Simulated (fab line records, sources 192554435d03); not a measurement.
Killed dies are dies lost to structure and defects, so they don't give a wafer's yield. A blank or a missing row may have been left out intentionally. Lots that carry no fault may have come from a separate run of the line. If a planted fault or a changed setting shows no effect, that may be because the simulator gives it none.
Chamber matching + flow n5Finfet + rieSi-06 running N5_SD_EPI_P_SD_RECESS_17: 4 sister chambers
The step chemistry HBr/Cl2/O2, target depth 39.1 nm, bt time 3 s. 4 wafers are shown with their chamber, then 7 later ones without.

== EACH WAFER AND ITS CHAMBER ==
| wafer  | chamber | oes_o_777_au (a.u.) |
|--------|---------|---------------------|
| L512.5 | 3       | 0.971               |
| L517.4 | 1       | 1.019               |
| L520.1 | 2       | 1.006               |
| L520.2 | 0       | 1.032               |

== WAFERS WITH NO CHAMBER GIVEN ==
| wafer  | oes_o_777_au (a.u.) |
|--------|---------------------|
| L520.4 | 1.036               |
| L522.2 | 1.008               |
| L522.6 | 1.002               |
| L524.1 | 1.014               |
| L524.2 | 0.992               |
| L526.4 | 1.004               |
| L526.6 | 0.996               |

== WHICH CHAMBER EACH WENT THROUGH ==
| wafer  | from the rows above          | in truth |
|--------|------------------------------|----------|
| L520.4 | can't be placed: 0 or 1      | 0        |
| L522.2 | can't be placed: 2 or 1      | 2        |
| L522.6 | can't be placed: 2 or 1      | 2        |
| L524.1 | can't be placed: 1 or 2 or 0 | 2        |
| L524.2 | can't be placed: 2 or 3 or 1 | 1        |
| L526.4 | can't be placed: 2 or 1      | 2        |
| L526.6 | can't be placed: 2 or 1      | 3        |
Correct placement for 0 of the 7. Unplaceable from these rows: 7, with the true chamber sitting among the candidates in 6. Number placed wrongly: 0.
How it was worked out, from the rows above alone: a wafer's distance from a chamber is the root of the sum, over the readings, of the square of ((its reading less the chamber's mean) divided by the reading's scatter). If the next closest chamber is less than 2 further off than the closest, the wafer can't be placed; otherwise it belongs to the closest. For every chamber, the mean is computed from those of its wafers that are shown. The scatter: with one shown wafer a chamber, the root of the mean of the squares of how far each hidden wafer lies from its nearest shown one.
